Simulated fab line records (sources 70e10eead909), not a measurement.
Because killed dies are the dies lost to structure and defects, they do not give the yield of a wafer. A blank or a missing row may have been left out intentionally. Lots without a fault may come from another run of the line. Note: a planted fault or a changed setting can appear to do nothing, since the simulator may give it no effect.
fab line records ; flow nandHarc
[record] lots = 13; wafers = 39; lastDay = 34
route steps=1302 shown A_CONTACT@1027 HYBRID_BOND@1237 THIN_TSV@1263 END@1302
lots that met no fault: from a run of the same line without faults
startH: hours from the record's opening day to when the first of the lot's shown wafers began ; waitH: hours from the lot's prior step to this one ; " as in the row above ; L1.1+2: one row covering several wafers at once ; - value missing, or start not given ; * or withheld: withheld ; < > ~ a bound
route shown NAME@n: NAME is a module with steps in the file, n the number in the route of the first one ; usual: the fault-free wafers' mean and standard deviation ; same: alike in all rows ; chamber/n: place in a boat ; sites: the reading at each site ; _std_site: the standard deviation of these ; _edge_site: outer sites' mean less inner sites' ; radiusMm: how far each site lies from the wafer's centre ; mask NAME#n: copy n ; behind: the tool/chamber that last shaped the wafer ; hold: what put the lot on hold/how long, in hours/how the hold closed ; device: the transistor (n, p or np) that didn't switch ; end of line: tests of these same wafers at the route's end ; step lacking rows: just its recipe ; killed: the dies lost at the first sort to structure and to defects; this is not the yield of the wafer ; map: a wafer's dies, marking killed ones x, the rest . and places with no die _
set.NAME: the setting that was run; set.NAME@STEP: the one run at that earlier step ; model.NAME: the simulator's own value behind a step, which no gauge read
route steps across a sampled set of lots; one table per step, one row per wafer
services: when a tool's chamber went out of use (startH, in hours from the record's first day, below 0 if earlier), for how many hours, and the reason
[[steps]]
[step NHARC_A_CONTACT_DEP_57]
[recipe] targetThkA = 53000; tempC = 400; material = aC
[usual] throttleValvePct = 34.998/0.0092
lot.wafer;tool;chamber;startH;waitH;throttleValvePct
L802.2;aclDep-02;0;497.18;-;35.011
L802.3;aclDep-02;0;497.18;-;34.997
L802.5;aclDep-02;0;498.78;-;34.999
L805.1;aclDep-02;0;516.28;-;34.989
L805.2;aclDep-02;0;516.28;-;34.991
L805.5;aclDep-02;0;518.43;-;35.018
L809.1;aclDep-02;0;570.32;-;35.004
L809.4;aclDep-02;0;571.94;-;34.988
L809.6;aclDep-02;0;573.03;-;34.996
L810.1;aclDep-02;0;586.83;-;34.988
L810.2;aclDep-02;0;586.83;-;34.988
L810.5;aclDep-02;0;589.02;-;34.999
L812.2;aclDep-02;0;590.74;-;35.002
L812.4;aclDep-02;0;591.81;-;35.003
L812.6;aclDep-02;0;592.88;-;34.986
L816.2;aclDep-03;0;638.59;-;34.998
L816.4;aclDep-03;0;639.68;-;35.008
L816.6;aclDep-03;0;640.77;-;34.996
L818.1;aclDep-02;0;668.31;-;35.000
L818.3;aclDep-02;0;669.38;-;35.004
L818.6;aclDep-02;0;670.99;-;34.977
L823.1;aclDep-01;0;686.78;-;34.993
L823.2;aclDep-01;0;686.78;-;34.995
L823.3;aclDep-01;0;686.78;-;35.001
L820.3;aclDep-03;0;689.29;-;35.000
L820.4;aclDep-03;0;689.29;-;35.020
L820.6;aclDep-03;0;690.89;-;35.008
L821.1;aclDep-02;0;689.50;-;34.993
L821.3;aclDep-02;0;690.57;-;34.997
L821.5;aclDep-02;0;691.63;-;35.001
L822.2;aclDep-03;0;704.46;-;34.992
L822.5;aclDep-03;0;706.05;-;34.993
L822.6;aclDep-03;0;706.05;-;34.981
L824.2;aclDep-01;0;733.68;-;34.991
L824.5;aclDep-01;0;735.27;-;34.995
L824.6;aclDep-01;0;735.27;-;34.990
L825.2;aclDep-02;0;736.10;-;35.003
L825.3;aclDep-02;0;736.10;-;34.984
L825.6;aclDep-02;0;738.24;-;35.003
[step NHARC_HYBRID_BOND_ACTIVATE_00]
[recipe] timeS = 60; n2FlowSccm = 200; arFlowSccm = 0; biasPowerW = 0; chemistry = N2
[usual] drypumpMotorCurrentA = 5.7/0.38; oesProductAu = 1.000/0.0077; rfVppV = 63.8/0.94; showerheadPlenumPTorr = 1.72/0.072
lot.wafer;tool;chamber;startH;waitH;drypumpMotorCurrentA;oesProductAu;rfHoursCounterH;rfVppV;showerheadPlenumPTorr
L802.3;rieDiel-06;1;532.57;0.1;5.6;0.993;5;64.7;1.78
L802.2;rieDiel-06;2;532.57;0.1;5.3;1.008;4;61.9;1.63
L802.5;rieDiel-06;2;532.57;0.1;5.3;0.999;-;62.7;1.63
L805.2;rieDiel-06;1;554.56;0.1;5.6;1.003;8;63.5;1.78
L805.1;rieDiel-06;2;554.56;0.1;5.3;1.012;7;64.5;1.63
L805.5;rieDiel-06;3;554.56;0.1;6.2;0.998;-;63.5;1.72
L809.4;rieDiel-06;2;604.93;0.1;5.3;1.007;12;63.3;1.63
L809.1;rieDiel-06;3;604.93;0.1;6.2;1.005;12;63.2;1.72
L809.6;rieDiel-06;2;604.93;0.1;5.3;1.001;-;62.3;1.63
L810.2;rieDiel-06;0;622.09;0.1;6.1;0.997;13;64.5;1.67
L810.1;rieDiel-06;1;622.09;0.1;5.6;1.004;14;64.2;1.78
L810.5;rieDiel-06;3;622.09;0.1;6.2;0.995;-;65.2;1.72
L812.2;rieDiel-06;2;623.80;0.1;5.3;1.012;13;63.8;1.63
L812.4;rieDiel-06;0;623.80;0.1;6.1;1.002;13;64.2;1.67
L812.6;rieDiel-06;3;623.80;0.1;6.2;1.005;-;64.0;1.72
L816.4;rieDiel-04;1;672.27;0.1;5.7;1.000;48;66.0;1.79
L816.2;rieDiel-04;0;672.27;0.1;5.6;1.002;51;63.2;1.80
L816.6;rieDiel-04;2;672.27;0.1;5.9;0.995;-;64.5;1.78
L818.1;rieDiel-06;3;703.77;0.1;6.3;0.993;2;65.1;1.72
L818.3;rieDiel-06;0;703.77;0.1;6.1;0.988;2;64.6;1.67
L818.6;rieDiel-06;2;703.77;0.1;5.3;1.010;-;62.5;1.63
L823.1;rieDiel-04;2;721.05;0.1;5.9;0.987;1;64.7;1.78
L823.3;rieDiel-04;3;721.05;0.1;5.0;1.005;1;63.3;1.70
L823.2;rieDiel-04;0;721.05;0.1;5.6;0.990;1;65.7;1.80
L820.3;rieDiel-06;1;722.96;0.1;5.6;0.985;4;63.6;1.78
L820.4;rieDiel-06;2;722.96;0.1;5.3;1.009;3;62.0;1.62
L820.6;rieDiel-06;0;722.96;0.1;6.2;0.995;-;63.3;1.67
L821.1;rieDiel-06;2;724.35;0.1;5.3;1.001;4;62.2;1.62
L821.3;rieDiel-06;0;724.35;0.1;6.2;0.986;4;63.8;1.67
L821.5;rieDiel-06;1;724.35;0.1;5.6;0.986;-;64.6;1.78
L822.2;rieDiel-04;1;737.71;0.1;5.7;1.005;7;63.9;1.79
L822.6;rieDiel-04;2;737.71;0.1;5.9;0.991;-;64.4;1.78
L822.5;rieDiel-04;3;737.71;0.1;5.0;1.012;-;63.7;1.70
L824.2;rieDiel-06;2;773.41;0.1;5.3;0.996;7;63.6;1.62
L824.6;rieDiel-06;1;773.41;0.1;5.7;0.987;-;64.3;1.78
L824.5;rieDiel-06;2;773.41;0.1;5.3;1.004;-;63.4;1.62
L825.2;rieDiel-02;0;776.70;0.1;5.6;0.997;7;62.9;1.92
L825.3;rieDiel-02;2;776.70;0.1;6.0;0.998;6;63.9;1.68
L825.6;rieDiel-02;3;776.70;0.1;5.2;0.995;-;63.0;1.77
[step NHARC_THIN_TSV_ETCH_15]
[recipe] targetDepthA = 30000; boschTargetOveretchCycles = 2; boschEtchStepS = 2.8; boschDepStepS = 1.2; boschCycles = 14
[usual] drypumpMotorCurrentA = 5.7/0.36
lot.wafer;tool;chamber;startH;waitH;drypumpMotorCurrentA;rfHoursCounterH
L802.2;rieSi-04;1;545.65;-;6.0;0.0
L802.3;rieSi-04;3;545.65;-;5.9;0.1
L802.5;rieSi-04;2;545.65;-;6.4;-
L805.2;rieSi-06;1;568.46;-;6.0;0.8
L805.1;rieSi-06;2;568.46;-;5.4;0.9
L805.5;rieSi-06;1;568.46;-;6.0;-
L809.1;rieSi-03;1;615.82;-;5.8;0.1
L809.6;rieSi-03;3;615.82;-;5.9;-
L809.4;rieSi-03;1;615.82;-;5.8;-
L812.4;rieSi-03;3;635.04;-;5.9;0.3
L812.2;rieSi-03;2;635.04;-;5.0;0.3
L812.6;rieSi-03;3;635.04;-;5.9;-
L810.1;rieSi-04;0;636.15;-;5.5;0.5
L810.2;rieSi-04;1;636.15;-;6.0;0.6
L810.5;rieSi-04;0;636.15;-;5.6;-
L816.2;rieSi-04;2;684.80;-;6.4;0.9
L816.4;rieSi-04;3;684.80;-;5.9;0.8
L816.6;rieSi-04;2;684.80;-;6.4;-
L818.1;rieSi-04;0;717.95;-;5.6;0.1
L818.3;rieSi-04;2;717.95;-;6.4;0.0
L818.6;rieSi-04;1;717.95;-;6.0;-
L823.1;rieSi-04;3;734.00;-;5.9;0.1
L823.3;rieSi-04;0;734.00;-;5.6;0.1
L823.2;rieSi-04;2;734.00;-;6.4;0.1
L820.4;rieSi-06;2;735.33;-;5.3;0.8
L820.3;rieSi-06;0;735.33;-;5.7;0.8
L820.6;rieSi-06;3;735.33;-;5.5;-
L821.3;rieSi-03;3;736.39;-;5.9;1.0
L821.1;rieSi-03;1;736.39;-;5.8;0.9
L821.5;rieSi-03;0;736.39;-;5.3;-
L822.2;rieSi-04;2;758.42;-;6.4;0.2
L822.5;rieSi-04;0;758.42;-;5.6;-
L822.6;rieSi-04;1;758.42;-;6.0;-
L824.2;rieSi-04;1;786.01;-;6.0;0.5
L824.6;rieSi-04;3;786.01;-;5.9;-
L824.5;rieSi-04;0;786.01;-;5.6;-
L825.2;rieSi-03;0;791.78;-;5.2;0.1
L825.3;rieSi-03;3;791.78;-;5.9;0.2
L825.6;rieSi-03;0;791.78;-;5.2;-
[step NHARC_THIN_TSV_ETCHBACK_48]
[recipe] targetDepthA = 10285; overEtchFrac = 0.3; timeS = 405.17; ionEnergyEv = 250; c4f8FlowSccm = withheld; arFlowSccm = withheld; rfW = 600; biasW = 300; chemistry = C4F8/Ar
[usual] biasW = 300.0/0.88; oesProductAu = 0.95/0.03; rfVppV = 548/3.3
lot.wafer;tool;chamber;startH;waitH;biasW;oesProductAu;rfHoursCounterH;rfVppV
L802.3;rieDiel-10;0;547.11;-;300.4;0.92;5.2;547
L802.2;rieDiel-10;2;547.11;-;299.7;0.93;5.8;541
L802.5;rieDiel-10;3;547.11;-;300.3;0.92;-;542
L805.2;rieDiel-09;3;569.94;-;299.4;0.93;5.1;546
L805.1;rieDiel-09;0;569.94;-;300.9;0.93;4.6;550
L805.5;rieDiel-09;2;569.94;-;301.5;0.93;-;547
L809.1;rieDiel-09;0;617.27;-;300.8;0.91;7.3;550
L809.4;rieDiel-09;2;617.27;-;301.1;0.94;5.6;546
L809.6;rieDiel-09;3;617.27;-;300.6;0.93;-;546
L812.4;rieDiel-07;2;636.51;-;298.5;0.91;8.3;550
L812.2;rieDiel-07;1;636.51;-;300.2;0.92;7.7;543
L812.6;rieDiel-07;2;636.51;-;299.5;0.91;-;550
L810.2;rieDiel-09;0;637.55;-;300.0;0.92;8.6;549
L810.1;rieDiel-09;1;637.55;-;299.9;0.94;7.8;544
L810.5;rieDiel-09;0;637.55;-;300.1;0.93;-;549
L816.2;rieDiel-10;0;686.32;-;298.5;0.92;4.0;548
L816.4;rieDiel-10;3;686.32;-;299.5;0.93;4.3;545
L816.6;rieDiel-10;0;686.32;-;299.2;0.92;-;548
L818.1;rieDiel-07;3;719.44;-;300.4;1.00;3.3;552
L818.3;rieDiel-07;0;719.44;-;302.5;0.99;2.8;552
L818.6;rieDiel-07;2;719.44;-;300.2;0.99;-;550
L823.3;rieDiel-10;3;735.55;-;299.0;0.96;6.5;544
L823.2;rieDiel-10;0;735.55;-;298.0;0.95;6.3;549
L823.1;rieDiel-10;1;735.55;-;300.1;0.95;5.8;547
L820.3;rieDiel-09;0;736.76;-;299.4;0.93;4.0;549
L820.4;rieDiel-09;3;736.76;-;299.9;0.93;3.8;546
L820.6;rieDiel-09;1;736.76;-;300.7;0.93;-;543
L821.3;rieDiel-09;0;737.84;-;300.3;0.92;4.2;551
L821.1;rieDiel-09;2;737.84;-;298.9;0.93;3.4;547
L821.5;rieDiel-09;3;737.84;-;299.8;0.93;-;547
L822.2;rieDiel-07;1;759.94;-;300.1;0.92;4.8;541
L822.6;rieDiel-07;2;759.94;-;300.7;0.92;-;552
L822.5;rieDiel-07;3;759.94;-;299.7;0.92;-;552
L824.2;rieDiel-10;3;787.52;-;299.0;1.01;0.1;544
L824.5;rieDiel-10;0;787.52;-;299.9;1.00;-;547
L824.6;rieDiel-10;1;787.52;-;300.2;1.00;-;548
L825.3;rieDiel-10;0;793.23;-;301.7;1.00;0.9;548
L825.2;rieDiel-10;2;793.23;-;299.9;1.01;0.7;542
L825.6;rieDiel-10;3;793.23;-;299.9;1.00;-;542
[step NHARC_END_SORT_01]
[recipe] tempC = 25
[usual] killedAtArray = 62/16; killedAtOther = 0.8/1.1; killedAtPeriphery = 4/3.2; killedDies = 67/16; killedOpen = 3.5/1.9; killedShort = 2.1/1.5
[same] grossDies = 677
lot.wafer;tool;chamber;startH;waitH;killedAtArray;killedAtOther;killedAtPeriphery;killedDies;killedOpen;killedShort
L809.1;prober-02;0;631.26;2.5;213;1;0;214;4;3
L809.4;prober-02;0;633.68;3.4;197;2;5;204;3;1
L809.6;prober-02;0;635.29;4.0;164;0;3;167;4;1
L810.1;prober-01;0;649.19;2.5;154;0;16;170;3;5
L810.2;prober-01;0;649.99;2.8;187;0;14;201;6;5
L810.5;prober-01;0;652.38;3.7;135;0;6;141;3;2
L812.2;prober-02;0;650.02;2.8;156;2;5;163;3;3
L812.4;prober-02;0;651.66;3.5;216;1;5;222;0;2
L812.6;prober-02;0;653.29;4.1;231;2;3;236;2;2
// killed by level:class
L809.1 A_CONTACT:areaDep=127 A_CHANNEL_HOLE_D2:chamberFilmFlake=32 A_SLIT:chamberFilmFlake=31 A_CONTACT:chamberFilmFlake=6 A_ZERO_WELL:chamberFilmFlake=3 A_CHANNEL_HOLE_D1:chamberFilmFlake=3 A_ONON_D1:geometricParticle:short=1 A_CHANNEL_FILL_D1:geometricParticle:open=1
L809.4 A_CONTACT:areaDep=115 A_CHANNEL_HOLE_D2:chamberFilmFlake=34 A_SLIT:chamberFilmFlake=32 P_ZERO_WELL:chamberFilmFlake=4 A_CHANNEL_HOLE_D1:chamberFilmFlake=4 A_CONTACT:chamberFilmFlake=3 A_DECK1_JOINT:chamberFilmFlake=2 THIN_TSV:chamberFilmFlake=2
L809.6 A_CONTACT:areaDep=88 A_SLIT:chamberFilmFlake=36 A_CHANNEL_HOLE_D2:chamberFilmFlake=26 P_ZERO_WELL:chamberFilmFlake=2 A_ZERO_WELL:chamberFilmFlake=2 A_DECK1_JOINT:chamberFilmFlake=2 A_WL_FILL:chamberFilmFlake=2 A_CHANNEL_HOLE_D1:geometricParticle:open=1
L810.1 A_CONTACT:areaDep=96 A_SLIT:chamberFilmFlake=31 P_CONTACT:chamberFilmFlake=11 A_CHANNEL_HOLE_D2:chamberFilmFlake=9 A_CHANNEL_HOLE_D1:chamberFilmFlake=3 A_STAIRCASE:chamberFilmFlake=3 P_ZERO_WELL:chamberFilmFlake=2 A_DECK1_JOINT:chamberFilmFlake=2
L810.2 A_CONTACT:areaDep=130 A_SLIT:chamberFilmFlake=29 A_CHANNEL_HOLE_D2:chamberFilmFlake=10 P_CONTACT:chamberFilmFlake=9 A_CHANNEL_HOLE_D1:chamberFilmFlake=3 A_CONTACT:chamberFilmFlake=3 P_GATE:geometricParticle:open=2 P_ZERO_WELL:chamberFilmFlake=2
L812.2 A_CONTACT:areaDep=97 A_SLIT:chamberFilmFlake=28 A_CHANNEL_HOLE_D2:chamberFilmFlake=15 A_ZERO_WELL:chamberFilmFlake=3 A_CHANNEL_HOLE_D1:chamberFilmFlake=3 A_CONTACT:chamberFilmFlake=3 A_ONON_D2:geometricParticle:open=2 P_CONTACT:chamberFilmFlake=2
L812.4 A_CONTACT:areaDep=165 A_SLIT:chamberFilmFlake=31 A_CHANNEL_HOLE_D2:chamberFilmFlake=8 P_STI:chamberFilmFlake=3 A_M0:chamberFilmFlake=3 A_CHANNEL_HOLE_D1:chamberFilmFlake=2 A_DECK1_JOINT:chamberFilmFlake=2 A_CHANNEL_FILL_D1:geometricParticle:short=1
L810.5 A_CONTACT:areaDep=80 A_SLIT:chamberFilmFlake=25 A_CHANNEL_HOLE_D2:chamberFilmFlake=15 P_CONTACT:chamberFilmFlake=4 A_CHANNEL_HOLE_D1:chamberFilmFlake=3 A_CONTACT:chamberFilmFlake=3 A_M0:chamberFilmFlake=2 P_CONTACT:geometricParticle:open=1
L812.6 A_CONTACT:areaDep=162 A_SLIT:chamberFilmFlake=29 A_CHANNEL_HOLE_D2:chamberFilmFlake=21 A_CHANNEL_HOLE_D1:chamberFilmFlake=8 A_CONTACT:chamberFilmFlake=5 P_STI:chamberFilmFlake=2 THIN_TSV:chamberFilmFlake=2 A_ONON_D1:geometricParticle:open=1
[[services]]
tool;chamber;startH;hours;kind
rieDiel-06;-;484.20;9.0;pm
rieDiel-09;-;497.10;9.0;pm
rieDiel-09;2;508.98;7.0;repair
rieDiel-09;2;518.01;10.8;repair
rieSi-04;-;519.00;9.0;pm
rieDiel-10;0;524.81;7.0;repair
rieDiel-06;3;577.17;2.9;repair
rieSi-04;-;581.03;2.7;repair
rieDiel-10;-;596.54;9.0;pm
aclDep-02;-;608.55;13.0;pm
rieDiel-09;0;620.80;4.8;repair
rieDiel-09;1;644.60;31.6;repair
rieDiel-09;3;660.25;8.4;repair
rieDiel-06;-;661.20;9.0;pm
rieDiel-09;-;674.10;9.0;pm
rieSi-04;-;696.00;9.0;pm
rieDiel-09;2;712.30;19.0;repair
rieDiel-10;1;713.57;7.9;repair
rieDiel-06;-;731.74;0.3;repair
rieDiel-09;-;741.07;0.8;repair
rieDiel-10;0;744.14;3.6;repair
rieDiel-10;3;759.96;4.0;repair
rieDiel-10;0;760.40;13.6;repair
aclDep-02;-;790.88;13.0;pm
[[key]]
[firstSign] step = NHARC_END_SORT_01; reading = killedDies; direction = up; sigmas = 7.5; usual = 67; struck = 191
[effect] step = NHARC_END_SORT_01; reading = killedAtArray; direction = up; sigmas = 7.5; usual = 62; struck = 184
[moreKillsBornAt] NHARC_A_CONTACT_DEP_57@aclDep-02 = 1060
metAt NHARC_A_CONTACT_DEP_57
struckLots L809,L810,L812
struckWafers L809.1,L809.4,L809.6,L810.1,L810.2,L810.5,L812.2,L812.4,L812.6
testerLeftOut L809,L810,L812
notActingAt NHARC_HYBRID_BOND_ACTIVATE_00,NHARC_THIN_TSV_ETCH_15,NHARC_THIN_TSV_ETCHBACK_48
onsetBetween 516.28 570.32
[fault] kind = processParameterDrift; tool = aclDep-02; chamber = 0; onsetH = 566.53; steps = NHARC_A_CONTACT_DEP_57; channel = targetThkA; offset = *; shape = step; endH = 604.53; actsIn = *; stated = *
// testerLeftOut: of these lots the tester's yield and bins aren't shown, on N5 and GAA mostly nor the transistor test; their killed dies are dies lost to structure and defects alone, not to doping, threshold or leakage, so they don't give the yield
